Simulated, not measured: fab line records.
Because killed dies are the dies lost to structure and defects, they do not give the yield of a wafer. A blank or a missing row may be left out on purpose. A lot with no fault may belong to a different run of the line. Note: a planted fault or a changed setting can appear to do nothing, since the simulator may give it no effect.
Chamber matching / flow nand harc / 4 sister chambers for NHARC_A_CONTACT_ETCH_88 on rie diel-12
The step etches the open film in CF4, target depth 39 nm, time 65 s. 8 wafers are shown with their chamber, then 7 later ones without.

== WAFERS PAIRED WITH THEIR CHAMBERS ==
wafer=L400.1; chamber=1; drypump motor current A (A)=5.35; rf vpp V (V)=151.7
wafer=L400.4; chamber=2; drypump motor current A (A)=5.89; rf vpp V (V)=152.3
wafer=L400.5; chamber=3; drypump motor current A (A)=5.80; rf vpp V (V)=150.2
wafer=L403.1; chamber=2; drypump motor current A (A)=5.89; rf vpp V (V)=152.6
wafer=L403.3; chamber=3; drypump motor current A (A)=5.83; rf vpp V (V)=149.0
wafer=L403.6; chamber=1; drypump motor current A (A)=5.32; rf vpp V (V)=152.4
wafer=L404.1; chamber=0; drypump motor current A (A)=5.42; rf vpp V (V)=149.5
wafer=L404.4; chamber=0; drypump motor current A (A)=5.38; rf vpp V (V)=150.5

== WAFERS WHOSE CHAMBER IS MISSING ==
wafer=L404.6; drypump motor current A (A)=5.34; rf vpp V (V)=152.5
wafer=L405.2; drypump motor current A (A)=5.41; rf vpp V (V)=149.1
wafer=L405.4; drypump motor current A (A)=5.34; rf vpp V (V)=152.4
wafer=L405.6; drypump motor current A (A)=5.89; rf vpp V (V)=151.5
wafer=L411.3; drypump motor current A (A)=5.38; rf vpp V (V)=149.8
wafer=L411.4; drypump motor current A (A)=5.89; rf vpp V (V)=150.8
wafer=L411.6; drypump motor current A (A)=5.34; rf vpp V (V)=150.9

== WHICH CHAMBER EACH ONE RAN IN ==
wafer=L404.6; from the rows above=1; in truth=1
wafer=L405.2; from the rows above=0; in truth=0
wafer=L405.4; from the rows above=1; in truth=1
wafer=L405.6; from the rows above=2; in truth=2
wafer=L411.3; from the rows above=0; in truth=0
wafer=L411.4; from the rows above=can't be placed: 2 or 3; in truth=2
wafer=L411.6; from the rows above=can't be placed: 1 or 0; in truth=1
Correctly placed: 5 of 7. From these rows, 2 cannot be placed; in 2 the true chamber is one of the candidates. 0 placed wrongly.
How it was worked out, from the rows above alone: a wafer's distance from a chamber is the root of the sum, over the readings, of the square of ((its reading less the chamber's mean) divided by the reading's scatter). The wafer belongs to the nearest chamber; if the next one is less than 2 further off, it can't be placed. Each chamber's mean is taken over the wafers shown for it. The scatter: the root of (the sum of the squares of (reading less its chamber's mean) over the shown wafers, divided by (wafers less chambers)).
